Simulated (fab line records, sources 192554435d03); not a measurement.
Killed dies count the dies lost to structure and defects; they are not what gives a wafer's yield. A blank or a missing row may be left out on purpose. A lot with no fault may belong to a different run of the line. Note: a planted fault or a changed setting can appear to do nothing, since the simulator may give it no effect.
Chamber matching + flow n5Finfet + 3 sister chambers for N5_BEOL_M8_DEP_56 on pecvd-02
The step deposits SiCN from 3MS/NH3, target thk 10 nm, time 17.5 s. 14 wafers are shown with their chamber, then 7 later ones without.

WAFERS PAIRED WITH THEIR CHAMBERS
| wafer  | chamber | showerheadVppV (V) | showerheadPlenumPTorr (Torr) | throttleValvePct (%) |
|--------|---------|--------------------|------------------------------|----------------------|
| L083.1 | 1       | 863                | 3.685                        | 9.5                  |
| L083.2 | 2       | 940                | 3.683                        | 9.5                  |
| L083.5 | 1       | 863                | 3.677                        | 9.3                  |
| L079.2 | 0       | 834                | 3.663                        | 9.2                  |
| L079.4 | 1       | 859                | 3.678                        | 9.5                  |
| L079.6 | 0       | 836                | 3.655                        | 9.3                  |
| L081.1 | 0       | 844                | 3.654                        | 9.3                  |
| L081.2 | 2       | 949                | 3.675                        | 9.4                  |
| L081.5 | 0       | 820                | 3.653                        | 9.4                  |
| L084.1 | 0       | 845                | 3.654                        | 9.1                  |
| L084.4 | 2       | 936                | 3.684                        | 9.6                  |
| L084.5 | 0       | 832                | 3.659                        | 9.1                  |
| L082.2 | 0       | 833                | 3.659                        | 9.0                  |
| L082.4 | 2       | 932                | 3.675                        | 9.3                  |

SIGNATURES (means of the wafers above)
| reading               | chamber 0 | chamber 1 | chamber 2 | scatter within a chamber |
|-----------------------|-----------|-----------|-----------|--------------------------|
| showerheadVppV        | 834.86    | 861.67    | 939.25    | 7.33                     |
| showerheadPlenumPTorr | 3.65671   | 3.68000   | 3.67925   | 0.00418                  |
| throttleValvePct      | 9.200     | 9.433     | 9.450     | 0.134                    |
Rule: distance of a wafer from a chamber = root of the sum over the readings of ((wafer's reading minus chamber's mean) / reading's scatter) squared. If the next closest chamber is less than 2 further off than the closest, the wafer can't be placed; otherwise it belongs to the closest. The scatter is the square root of a quotient: the sum, over the shown wafers, of each reading's squared deviation from its chamber's mean, divided by wafers minus chambers.

WAFERS WITHOUT THEIR CHAMBER
| wafer  | showerheadVppV (V) | showerheadPlenumPTorr (Torr) | throttleValvePct (%) |
|--------|--------------------|------------------------------|----------------------|
| L082.5 | 830                | 3.657                        | 9.3                  |
| L096.1 | 829                | 3.662                        | 9.2                  |
| L096.3 | 862                | 3.681                        | 9.8                  |
| L096.5 | 875                | 3.677                        | 9.5                  |
| L097.2 | 922                | 3.669                        | 9.4                  |
| L097.4 | 864                | 3.682                        | 9.4                  |
| L097.6 | 842                | 3.658                        | 9.2                  |

EACH ONE'S CHAMBER
| wafer  | from the rows above | in truth |
|--------|---------------------|----------|
| L082.5 | 0                   | 0        |
| L096.1 | 0                   | 0        |
| L096.3 | 1                   | 1        |
| L096.5 | 1                   | 1        |
| L097.2 | 2                   | 2        |
| L097.4 | 1                   | 1        |
| L097.6 | 0                   | 0        |
Placed correctly: 7 of 7. Number that these rows cannot place: 0. Number placed wrongly: 0.
